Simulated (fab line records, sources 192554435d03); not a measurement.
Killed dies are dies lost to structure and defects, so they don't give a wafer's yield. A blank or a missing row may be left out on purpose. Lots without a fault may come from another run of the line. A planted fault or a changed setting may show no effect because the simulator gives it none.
A struck lot beside a sound one | flow n5_finfet | 16 steps out of a route of 1938
Sound: wafers L291.1, L291.4, L291.5. Struck: wafers L301.1, L301.3, L301.5. The cause comes at the end.
At each step with rows: each side's tool, then ch and its chambers, then its first start. Under that, the readings that differ: sound wafers | struck wafers | difference of the means | sigmas: that difference in standard deviations of wafers without a fault.
alike: readings whose means differ by less than 2 such deviations, and words and numbers that are the same on both sides. not compared: withheld readings, readings that some wafer has no value for, bounds like >300 that may hide the same value, and numbers for which the record gives no deviation and whose values overlap.
The two part at a step that has a row with sigmas, a row that says differs or no value, or rows on one side only. Numbers that don't overlap but have no deviation are shown without sigmas and don't part them. A reading that every wafer of one side lacks parts them only if that side has two wafers or more.

first, 6 steps without rows for these wafers: N5_BEOL_M4_COAT_22 (resist thk 30 nm); N5_BEOL_M4_EBR_24; N5_BEOL_M4_SOFTBAKE_23 (time 60 s); N5_BEOL_M4_EXPOSE_25 (exposes mask V3, defocus 5 nm); N5_BEOL_M4_PEB_26 (peb time 60 s); N5_BEOL_M4_DEVELOP_27 (develop time 30 s).
N5_BEOL_M4_CD_MEAS_28: target cd 26.2 nm, target cd y 24.1 nm.
  sound on cd_sem-03 ch 0, day 8 21:31; struck on cd_sem-03 ch 0, day 11 23:20
  alike: cd_nm
N5_BEOL_M4_OVL_MEAS_29:
  sound on overlay-02 ch 0, day 8 21:32; struck on overlay-02 ch 0, day 11 23:22
  alike: V3_OVL
N5_BEOL_M4_INSPECT_30: inspects for defects (brightfield).
  sound on defect_inspect-01, day 8 21:36; struck on defect_inspect-01, day 11 23:25
  alike: raw_defect_count
N5_BEOL_M4_DESCUM_33: chemistry O2, time 7 s.
  sound on rie_diel-02 ch 1,2, day 8 21:38; struck on rie_diel-02 ch 1,3, day 11 23:35
  alike: chamber_pressure_mTorr, drypump_motor_current_A, oes_product_au, rf_vpp_V, showerhead_plenum_p_Torr, throttle_valve_pct
  not compared: rf_hours_counter_h
N5_BEOL_M4_ETCH_77: etches underlayer in N2/H2, target depth 6.5 nm, time 5.2 s.
  sound on rie_diel-02 ch 1,2, day 8 21:41; struck on rie_diel-02 ch 1,3, day 11 23:37
  alike: chamber_pressure_mTorr, drypump_motor_current_A, etch_rf_on_time_s, oes_product_au, rf_vpp_V, showerhead_plenum_p_Torr, throttle_valve_pct
  not compared: rf_hours_counter_h
N5_BEOL_M4_ETCH_69: etches SiARC in CF4, target depth 15.6 nm, time 26 s.
  sound on rie_diel-02 ch 1,2, day 8 21:41; struck on rie_diel-02 ch 1,3, day 11 23:38
  reading                        | sound             | struck            | difference | sigmas
  chamber_pressure_mTorr (mTorr) | 40.01 40.02 40.05 | 39.99 39.90 39.96 | -0.08      | -2
  alike: cf4_flow_sccm, drypump_motor_current_A, etch_rf_on_time_s, oes_product_au, rf_vpp_V, showerhead_plenum_p_Torr, throttle_valve_pct
  not compared: rf_hours_counter_h
N5_BEOL_M4_ALD_98: deposits SiO2, target thk 2.5 nm, pulse time 1 s, co reactant pulse time 1 s.
  sound on ald_sin-04 ch 0,1,2, day 8 22:45; struck on ald_sin-01 ch 0,1,2, day 12 00:00
  no value came back on the struck wafers for any of 5 readings (ald_cycles, chamber_pressure_Torr (Torr) and others); on the sound wafers ald_cycles reads 17 17 17
N5_BEOL_M4_ETCHBACK_99: etches SiO2 in CHF3, target depth 5 nm, time 10.4 s.
  sound on rie_diel-06 ch 0,1,3, day 9 02:22; struck on rie_diel-02 ch 2,3, day 12 01:59
  reading                     | sound       | struck      | difference | sigmas
  drypump_motor_current_A (A) | 6.2 5.5 5.7 | 4.8 5.2 4.8 | -0.9       | -2
  alike: chamber_pressure_mTorr, oes_product_au, rf_vpp_V, showerhead_plenum_p_Torr, throttle_valve_pct
  not compared: rf_hours_counter_h
N5_BEOL_M4_RC_MEAS_101:
  sound on prober-01 ch 0, day 9 07:19; struck on prober-01 ch 0, day 12 06:40
  reading   | sound       | struck      | difference | sigmas
  VT_N (mV) | 243 240 241 | 253 248 248 | +8         | +2
  alike: DIBL_N, DIBL_P, IOFF_N, IOFF_P, ION_N, ION_P, SS_N, SS_P, VT_P
-- the record jumps here: 4 days lie between the struck wafers' starts before and after (it left off in module BEOL_M4 and takes up again in module PASSIVATION, whose first step shown is number 1936 of the route) --
N5_PASSIVATION_PROBE_49:
  the record has rows for the struck wafers here (prober-01, day 16 17:57) and none for the sound ones

WHERE THEY PART
First at N5_BEOL_M4_ETCH_69; last, within this record, at N5_PASSIVATION_PROBE_49.

WHY: what the simulator had put in
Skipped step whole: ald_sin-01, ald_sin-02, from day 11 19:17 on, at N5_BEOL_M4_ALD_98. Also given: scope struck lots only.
